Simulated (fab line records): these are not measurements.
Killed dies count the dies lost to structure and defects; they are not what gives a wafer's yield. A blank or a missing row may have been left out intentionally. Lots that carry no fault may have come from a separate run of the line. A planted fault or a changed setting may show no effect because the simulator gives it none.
fab line records ; flow nand-harc
record lots=13; wafers=39; last-day=34
route steps=1302 shown P_CONTACT@218 END@1302
lots that met no fault: from a run of the same line without faults
start-h: the number of hours between the record's first day and the start of the first shown wafer of the lot ; wait-h: hours since the lot's step before ; " same as the row above ; L1.1+2: several wafers, shown together as one row ; - either no value or no given start ; * or withheld: withheld ; < > ~ a bound
route shown NAME@n: a module of which the file shows steps, and the number in the route of the first ; usual: mean/standard deviation of fault-free wafers ; same: alike in all rows ; chamber/n: place in a boat ; sites: each site's reading ; _std_site: the standard deviation of these ; _edge_site: mean of outer sites minus mean of inner sites ; radius-mm: how far each site lies from the wafer's centre ; mask NAME#n: copy n ; behind: the last tool/chamber to shape the wafer ; hold: why the lot was held/for how many hours/how that ended ; device: names the non-switching transistor (n, p or np) ; end of line: the route-end tests of the same wafers ; step lacking rows: just its recipe ; killed: not the wafer's yield, but the dies lost to structure and defects at the first sort ; map: per-die view of a wafer (x killed, . not killed, _ where there is no die)
set.NAME: the run value of the setting; set.NAME@STEP: its run value at that earlier step ; model.NAME: the simulator's own value behind a step, which no gauge read
the route's steps for a sample of lots (tables are steps, rows are wafers)
services: the hour from which a tool's chamber was out of use, counted from the record's first day as start-h (under 0 if before that day), plus the number of hours and why
## steps
# step NHARC_P_CONTACT_DEP_00
# recipe target-thk-a=5000; temp-c=400; pressure-torr=6.5; rf-w=900; teos-flow-sccm=161.4; flow-sccm=2650; target-thk-nm=500; gas=O2; material=SiO2
# usual chamber-pressure-Torr=6.499/0.015; heater-power-w=550/120; throttle-valve-pct=15.7/0.52
lot.wafer;tool;chamber;start-h;wait-h;chamber-pressure-Torr;heater-power-w;throttle-valve-pct
L580.2;pecvd-02;1;-;-;6.491;510;15.3
L580.3;pecvd-02;0;-;-;6.482;680;16.0
L580.5;pecvd-02;2;-;-;6.487;591;16.3
L583.2;pecvd-01;1;-;-;6.519;606;15.8
L583.3;pecvd-01;0;-;-;6.519;727;14.6
L583.6;pecvd-01;1;-;-;6.524;473;15.8
L585.3;pecvd-02;0;-;-;6.499;692;16.3
L585.4;pecvd-02;0;-;-;6.484;702;16.1
L585.6;pecvd-02;2;-;-;6.499;593;16.4
L586.1;pecvd-02;1;-;-;6.519;466;15.4
L586.5;pecvd-02;2;-;-;6.474;554;16.1
L586.6;pecvd-02;0;-;-;6.508;549;16.1
L587.2;pecvd-03;2;-;-;6.496;712;16.0
L587.6;pecvd-03;1;-;-;6.500;655;15.9
L587.5;pecvd-03;2;-;-;6.513;558;15.6
L589.6;pecvd-01;1;-;-;6.507;618;15.9
L589.5;pecvd-01;2;-;-;6.499;342;15.2
L589.4;pecvd-01;0;-;-;6.486;735;14.9
L591.2;pecvd-01;1;-;-;6.483;629;15.9
L591.3;pecvd-01;2;-;-;6.486;392;15.2
L591.6;pecvd-01;2;-;-;6.503;429;15.1
L595.1;pecvd-02;1;-;-;6.509;408;15.7
L595.2;pecvd-02;0;-;-;6.506;702;16.1
L595.6;pecvd-02;2;-;-;6.514;521;16.1
L598.2;pecvd-01;2;-;-;6.498;371;15.1
L598.3;pecvd-01;0;-;-;6.485;740;15.2
L598.4;pecvd-01;2;-;-;6.508;379;15.4
L600.1;pecvd-02;2;-;-;6.500;426;16.6
L600.2;pecvd-02;1;-;-;6.511;471;15.9
L600.5;pecvd-02;2;-;-;6.493;466;16.1
L599.1;pecvd-01;2;-;-;6.499;329;15.3
L599.2;pecvd-01;0;-;-;6.504;676;14.7
L599.5;pecvd-01;1;-;-;6.510;606;15.5
L601.1;pecvd-01;0;-;-;6.499;665;15.1
L601.3;pecvd-01;2;-;-;6.523;380;15.3
L601.4;pecvd-01;2;-;-;6.513;395;15.3
L602.2;pecvd-02;0;-;-;6.504;588;16.2
L602.5;pecvd-02;2;-;-;6.493;486;16.5
L602.6;pecvd-02;1;-;-;6.499;507;15.8
# step NHARC_P_CONTACT_CMP_01
# recipe target-thk-nm=200; material=SiO2
# usual edge-zone-pressure-frac=1.000/0.0045; motor-current-A=11.9/1.2
lot.wafer;tool;chamber;start-h;wait-h;edge-zone-pressure-frac;motor-current-A
L580.2;cmp-04;0;127.10;-;0.996;10.4
L580.3;cmp-04;2;127.10;-;0.998;9.9
L580.5;cmp-04;1;127.10;-;1.005;13.0
L583.2;cmp-01;1;160.37;-;0.987;12.2
L583.3;cmp-01;3;160.37;-;1.003;11.2
L583.6;cmp-01;2;160.37;-;0.997;12.9
L585.4;cmp-02;0;177.57;-;1.000;13.0
L585.3;cmp-02;1;177.57;-;1.008;13.5
L585.6;cmp-02;3;177.57;-;0.999;13.6
L586.1;cmp-04;1;187.42;-;0.995;12.9
L586.5;cmp-04;1;187.42;-;0.997;12.9
L586.6;cmp-04;2;187.42;-;0.997;10.0
L587.2;cmp-02;1;203.28;-;1.004;13.1
L587.5;cmp-02;3;203.28;-;1.007;13.9
L587.6;cmp-02;0;203.28;-;0.995;12.6
L589.4;cmp-01;2;229.46;-;0.998;12.6
L589.5;cmp-01;0;229.46;-;0.999;10.8
L589.6;cmp-01;1;229.46;-;1.002;12.7
L591.2;cmp-02;3;238.18;-;1.010;13.5
L591.3;cmp-02;1;238.18;-;1.000;12.8
L591.6;cmp-02;3;238.18;-;1.008;14.0
L595.1;cmp-04;2;279.13;-;0.996;10.1
L595.2;cmp-04;3;279.13;-;1.001;11.6
L595.6;cmp-04;1;279.13;-;0.999;13.0
L598.2;cmp-04;0;306.32;-;0.999;9.9
L598.4;cmp-04;2;306.32;-;1.001;9.9
L598.3;cmp-04;3;306.32;-;1.007;11.3
L600.2;cmp-02;2;324.16;-;0.996;10.8
L600.1;cmp-02;3;324.16;-;1.000;13.7
L600.5;cmp-02;3;324.16;-;0.998;14.0
L599.1;cmp-04;0;325.37;-;1.001;10.3
L599.2;cmp-04;2;325.37;-;0.999;10.0
L599.5;cmp-04;3;325.37;-;0.996;12.3
L601.1;cmp-02;2;339.44;-;0.992;11.1
L601.4;cmp-02;0;339.44;-;1.001;13.4
L601.3;cmp-02;1;339.44;-;0.993;13.1
L602.2;cmp-01;3;355.53;-;0.997;11.3
L602.5;cmp-01;0;355.53;-;0.997;10.7
L602.6;cmp-01;1;355.53;-;0.997;12.1
# step NHARC_P_CONTACT_ETCH_36
# recipe target-depth-a=2600; over-etch-frac=0.25; time-s=406.25; ion-energy-ev=200; n2-flow-sccm=150; h2-flow-sccm=150; ar-flow-sccm=0; rf-w=400; bias-w=150; chemistry=N2/H2
# usual bias-w=150.0/0.49; chamber-pressure-mTorr=30.001/0.029; drypump-motor-current-A=5.6/0.46; n2-flow-sccm=150.0/0.49; oes-product-au=0.999/0.011; rf-vpp-V=431.2/2.2; showerhead-plenum-p-Torr=2.07/0.079; throttle-valve-pct=14.170/0.0086
lot.wafer;tool;chamber;start-h;wait-h;bias-w;chamber-pressure-mTorr;drypump-motor-current-A;n2-flow-sccm;oes-product-au;rf-hours-counter-h;rf-vpp-V;showerhead-plenum-p-Torr;throttle-valve-pct
L580.2;rie-diel-09;0;128.33;-;149.9;30.014;4.9;150.4;1.005;5.1;430.1;2.03;14.179
L580.3;rie-diel-09;1;128.33;-;149.5;30.054;5.9;149.9;1.001;5.6;431.2;2.08;14.159
L580.5;rie-diel-09;0;128.33;-;150.0;29.964;4.9;150.0;1.009;-;430.6;2.03;14.178
L583.3;rie-diel-05;3;161.62;-;149.9;29.991;5.4;150.3;1.011;2.0;434.9;2.21;14.161
L583.2;rie-diel-05;0;161.62;-;150.1;29.978;6.1;150.4;0.994;2.1;427.2;1.94;14.152
L583.6;rie-diel-05;1;161.62;-;150.2;29.974;6.2;149.6;1.011;-;431.0;2.07;14.176
L585.3;rie-diel-09;2;178.75;-;149.9;30.024;5.2;149.9;0.995;0.4;426.3;1.91;14.167
L585.4;rie-diel-09;0;178.75;-;150.1;30.021;4.9;150.0;1.020;0.6;431.1;2.03;14.165
L585.6;rie-diel-09;2;178.75;-;150.3;29.994;5.2;150.1;0.974;-;427.8;1.91;14.181
L586.1;rie-diel-12;3;188.61;-;150.5;30.031;5.1;150.5;1.000;5.8;431.8;2.10;14.168
L586.5;rie-diel-12;3;188.61;-;150.7;30.034;5.1;150.6;0.992;-;433.4;2.10;14.173
L586.6;rie-diel-12;0;188.61;-;150.1;29.952;5.3;151.0;0.981;-;430.6;2.11;14.163
L587.2;rie-diel-12;3;204.36;-;149.8;29.984;5.1;151.0;1.016;6.9;433.3;2.10;14.152
L587.5;rie-diel-12;1;204.36;-;149.4;30.016;6.0;150.3;0.995;-;429.6;2.04;14.161
L587.6;rie-diel-12;2;204.36;-;149.6;30.003;4.8;149.3;1.000;-;432.3;2.08;14.168
L589.4;rie-diel-09;3;230.70;-;149.3;29.977;5.9;150.4;0.989;1.6;431.0;2.07;14.171
L589.5;rie-diel-09;0;230.70;-;150.4;30.003;4.8;149.6;1.000;-;429.7;2.03;14.180
L589.6;rie-diel-09;1;230.70;-;150.3;30.027;5.9;149.5;1.010;-;431.9;2.08;14.171
L591.2;rie-diel-05;1;239.34;-;149.7;30.001;6.1;150.1;1.008;0.1;430.9;2.07;14.163
L591.3;rie-diel-05;2;239.34;-;150.1;30.014;5.9;149.9;0.983;0.1;434.6;2.19;14.170
L591.6;rie-diel-05;1;239.34;-;149.6;29.938;6.2;150.3;1.012;-;431.8;2.07;14.168
L595.1;rie-diel-09;2;280.29;-;149.3;30.036;5.2;149.2;0.980;3.2;426.9;1.91;14.164
L595.2;rie-diel-09;3;280.29;-;150.0;30.005;5.8;149.9;0.985;3.7;432.5;2.07;14.165
L595.6;rie-diel-09;2;280.29;-;149.5;30.034;5.2;149.5;0.972;-;426.2;1.91;14.180
L598.3;rie-diel-12;1;307.42;-;-;-;-;-;-;-;-;-;-
L598.4;rie-diel-12;2;307.42;-;-;-;-;-;-;-;-;-;-
L598.2;rie-diel-12;3;307.42;-;-;-;-;-;-;-;-;-;-
L600.2;rie-diel-12;0;325.39;-;-;-;-;-;-;-;-;-;-
L600.1;rie-diel-12;2;325.39;-;-;-;-;-;-;-;-;-;-
L600.5;rie-diel-12;0;325.39;-;-;-;-;-;-;-;-;-;-
L599.1;rie-diel-09;3;329.58;-;-;-;-;-;-;-;-;-;-
L599.2;rie-diel-09;1;329.58;-;-;-;-;-;-;-;-;-;-
L599.5;rie-diel-09;1;329.58;-;-;-;-;-;-;-;-;-;-
L601.4;rie-diel-05;0;340.63;-;149.4;29.989;6.1;149.9;0.995;0.8;427.3;1.94;14.178
L601.3;rie-diel-05;2;340.63;-;149.2;29.989;5.9;151.0;1.002;0.9;434.3;2.19;14.170
L601.1;rie-diel-05;3;340.63;-;150.5;29.978;5.3;149.9;0.993;0.7;434.9;2.20;14.175
L602.2;rie-diel-05;0;356.68;-;150.1;30.034;6.1;150.1;1.002;1.6;427.5;1.94;14.167
L602.6;rie-diel-05;3;356.68;-;150.1;30.050;5.3;149.7;1.005;-;433.9;2.20;14.154
L602.5;rie-diel-05;0;356.68;-;150.6;29.995;6.1;149.6;1.001;-;426.4;1.94;14.175
# step NHARC_P_CONTACT_DEGAS_38
# recipe temp-c=300; time-s=60
# usual heater-power-w=468/53
lot.wafer;tool;chamber;start-h;wait-h;heater-power-w
L580.3;pvd-sputter-02;-;129.71;-;484
L580.2;pvd-sputter-02;-;129.71;-;427
L580.5;pvd-sputter-02;-;129.71;-;442
L583.3;pvd-sputter-02;-;162.97;-;434
L583.2;pvd-sputter-02;-;162.97;-;434
L583.6;pvd-sputter-02;-;162.97;-;445
L585.3;pvd-sputter-01;-;180.16;-;513
L585.4;pvd-sputter-01;-;180.16;-;430
L585.6;pvd-sputter-01;-;180.16;-;529
L586.1;pvd-sputter-02;-;190.04;-;436
L586.5;pvd-sputter-02;-;190.04;-;438
L586.6;pvd-sputter-02;-;190.04;-;434
L587.2;pvd-sputter-02;-;205.71;-;421
L587.6;pvd-sputter-02;-;205.71;-;423
L587.5;pvd-sputter-02;-;205.71;-;498
L589.4;pvd-sputter-03;-;232.04;-;424
L589.6;pvd-sputter-03;-;232.04;-;550
L589.5;pvd-sputter-03;-;232.04;-;469
L591.2;pvd-sputter-01;-;240.76;-;441
L591.3;pvd-sputter-01;-;240.76;-;437
L591.6;pvd-sputter-01;-;240.76;-;439
L595.2;pvd-sputter-01;-;281.69;-;433
L595.1;pvd-sputter-01;-;281.69;-;439
L595.6;pvd-sputter-01;-;281.69;-;431
L598.2;pvd-sputter-02;-;308.83;-;499
L598.4;pvd-sputter-02;-;308.83;-;423
L598.3;pvd-sputter-02;-;308.83;-;438
L600.1;pvd-sputter-01;-;327.24;-;612
L600.2;pvd-sputter-01;-;327.24;-;523
L600.5;pvd-sputter-01;-;327.24;-;614
L599.1;pvd-sputter-02;-;331.11;-;439
L599.2;pvd-sputter-02;-;331.11;-;500
L599.5;pvd-sputter-02;-;331.11;-;437
L601.1;pvd-sputter-01;-;342.05;-;532
L601.3;pvd-sputter-01;-;342.05;-;440
L601.4;pvd-sputter-01;-;342.05;-;432
L602.2;pvd-sputter-01;-;358.06;-;602
L602.6;pvd-sputter-01;-;358.06;-;437
L602.5;pvd-sputter-01;-;358.06;-;616
# step NHARC_END_SORT_01
# recipe temp-c=25
# usual killed-at-array=52/17; killed-at-other=0.9/1.2; killed-at-periphery=3.9/2.7; killed-dies=57/16; killed-open=3.3/1.9; killed-short=2.5/1.5
# same gross-dies=677
lot.wafer;tool;chamber;start-h;wait-h;killed-at-array;killed-at-other;killed-at-periphery;killed-dies;killed-open;killed-short
L595.1;prober-01;0;720.71;2.5;42;2;4;48;3;5
L595.2;prober-01;0;721.50;2.8;54;1;6;61;6;2
L595.6;prober-01;0;724.70;4.0;39;0;3;42;3;0
L598.2;prober-01;0;765.24;2.8;81;1;595;677;1;4
L598.3;prober-01;0;766.03;3.1;62;1;614;677;5;1
L598.4;prober-01;0;766.82;3.4;79;0;598;677;4;3
L599.1;prober-02;0;806.04;2.5;42;0;635;677;1;3
L599.2;prober-02;0;806.83;2.8;44;0;633;677;1;2
L599.5;prober-02;0;809.21;3.7;40;0;637;677;3;1
# killed by level:class
L595.1 A_STAIRCASE:chamber-film-flake=9 A_CHANNEL_HOLE_D2:chamber-film-flake=8 A_CHANNEL_HOLE_D1:chamber-film-flake=5 A_CONTACT:chamber-film-flake=5 A_SLIT:chamber-film-flake=4 A_BONDPAD:chamber-film-flake=3 A_CHANNEL_FILL_D1:geometric-particle:open=2 THIN_TSV:chamber-film-flake=2
L595.2 A_CHANNEL_HOLE_D2:chamber-film-flake=23 A_STAIRCASE:chamber-film-flake=7 A_CHANNEL_HOLE_D1:chamber-film-flake=4 A_SLIT:chamber-film-flake=4 A_CONTACT:chamber-film-flake=4 P_GATE:chamber-film-flake=3 A_ONON_D2:geometric-particle:open=2 A_BLC:geometric-particle:open=2
L595.6 A_CONTACT:chamber-film-flake=8 A_SLIT:chamber-film-flake=8 A_CHANNEL_HOLE_D2:chamber-film-flake=6 A_STAIRCASE:chamber-film-flake=5 A_SGD_CUT:chamber-film-flake=3 A_CHANNEL_HOLE_D1:chamber-film-flake=2 A_WL_FILL:chamber-film-flake=2 A_BONDPAD:chamber-film-flake=2
L598.2 P_CONTACT:area-etch=590 A_CHANNEL_HOLE_D1:chamber-film-flake=31 A_CHANNEL_HOLE_D2:chamber-film-flake=23 A_SLIT:chamber-film-flake=14 A_CONTACT:chamber-film-flake=6 P_STI:chamber-film-flake=3 A_WL_FILL:chamber-film-flake=3 A_ONON_D1:geometric-particle:short=2
L598.3 P_CONTACT:area-etch=608 A_CHANNEL_HOLE_D1:chamber-film-flake=34 A_CONTACT:chamber-film-flake=9 A_CHANNEL_HOLE_D2:chamber-film-flake=8 P_GATE:chamber-film-flake=3 A_SLIT:chamber-film-flake=3 P_M2:chamber-film-flake=2 A_WL_FILL:chamber-film-flake=2
L598.4 P_CONTACT:area-etch=592 A_CHANNEL_HOLE_D1:chamber-film-flake=36 A_CHANNEL_HOLE_D2:chamber-film-flake=20 A_SLIT:chamber-film-flake=14 A_CONTACT:chamber-film-flake=5 P_CONTACT:geometric-particle:short=1 P_M0:geometric-particle:short=1 P_M0:geometric-particle:open=1
L599.1 P_CONTACT:area-etch=628 A_CHANNEL_HOLE_D1:chamber-film-flake=15 A_CHANNEL_HOLE_D2:chamber-film-flake=10 A_SLIT:chamber-film-flake=8 P_CONTACT:chamber-film-flake=6 A_SGD_CUT:chamber-film-flake=2 A_WL_FILL:chamber-film-flake=2 P_M2:geometric-particle:short=1
L599.2 P_CONTACT:area-etch=628 A_CHANNEL_HOLE_D2:chamber-film-flake=25 A_SLIT:chamber-film-flake=8 A_CHANNEL_HOLE_D1:chamber-film-flake=5 P_CONTACT:chamber-film-flake=3 A_WL_FILL:chamber-film-flake=2 A_ONON_D1:geometric-particle:short=1 A_SGD_CUT:geometric-particle:short=1
L599.5 P_CONTACT:area-etch=630 A_CHANNEL_HOLE_D2:chamber-film-flake=18 A_SLIT:chamber-film-flake=11 A_CHANNEL_HOLE_D1:chamber-film-flake=6 P_CONTACT:chamber-film-flake=5 P_M0:geometric-particle:open=1 A_DECK1_JOINT:geometric-particle:open=1 A_M1:geometric-particle:open=1
## services
tool;chamber;start-h;hours;kind
pvd-sputter-02;-;104.03;10.0;pm
cmp-02;-;108.94;1.3;repair
rie-diel-09;-;110.45;0.4;repair
cmp-04;-;111.25;4.0;pm
pecvd-01;2;128.97;5.6;repair
pecvd-01;-;130.40;13.0;pm
cmp-02;-;134.50;4.0;pm
rie-diel-09;-;143.10;9.0;pm
pvd-sputter-01;-;145.41;2.1;repair
cmp-02;-;160.33;0.7;repair
cmp-02;-;163.07;2.4;repair
rie-diel-09;2;170.64;4.4;repair
cmp-04;-;208.19;1.5;repair
pvd-sputter-01;-;226.05;10.0;pm
pecvd-02;-;227.00;13.0;pm
cmp-02;-;232.66;4.0;pm
cmp-04;-;247.24;3.5;repair
cmp-04;-;254.61;2.1;repair
cmp-02;-;264.44;0.8;repair
pvd-sputter-01;-;265.42;5.2;repair
pvd-sputter-02;-;282.03;10.0;pm
pecvd-02;0;301.66;4.5;repair
pecvd-01;-;311.40;13.0;pm
pvd-sputter-01;-;334.22;7.3;repair
## key
first-sign step=NHARC_P_CONTACT_ETCH_36; reading=tool-record; direction=missing
effect step=NHARC_END_SORT_01; reading=killed-at-periphery; direction=up; sigmas=99+; usual=3.9; struck=618.7
more-kills-born-at NHARC_P_CONTACT_ETCH_36@rie-diel-09=1888; NHARC_P_CONTACT_ETCH_36@rie-diel-12=1790
met-at NHARC_P_CONTACT_ETCH_36
struck-lots L598,L599,L600
rows-end L600.1,L600.2,L600.5
later-rows-left-out L598.2,L598.3,L598.4,L599.1,L599.2,L599.5
tester-left-out L598,L599
not-acting-at NHARC_P_CONTACT_DEP_00,NHARC_P_CONTACT_CMP_01,NHARC_P_CONTACT_DEGAS_38
onset-between 280.29 307.42
fault kind=skipped-step-whole; tool=rie-diel-09,rie-diel-12; chamber=-; onset-h=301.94; steps=NHARC_P_CONTACT_ETCH_36; scope=struck-lots-only
# tester-left-out: of these lots the tester's yield and bins aren't shown, on N5 and GAA mostly nor the transistor test; their killed dies are dies lost to structure and defects alone, not to doping, threshold or leakage, so they don't give the yield
# later-rows-left-out: the simulator's readings of these wafers behind a module that went badly wrong aren't trusted and aren't shown, but for the sort
# rows-end: these wafers met a further fault down the route, and their rows from its step on are left out
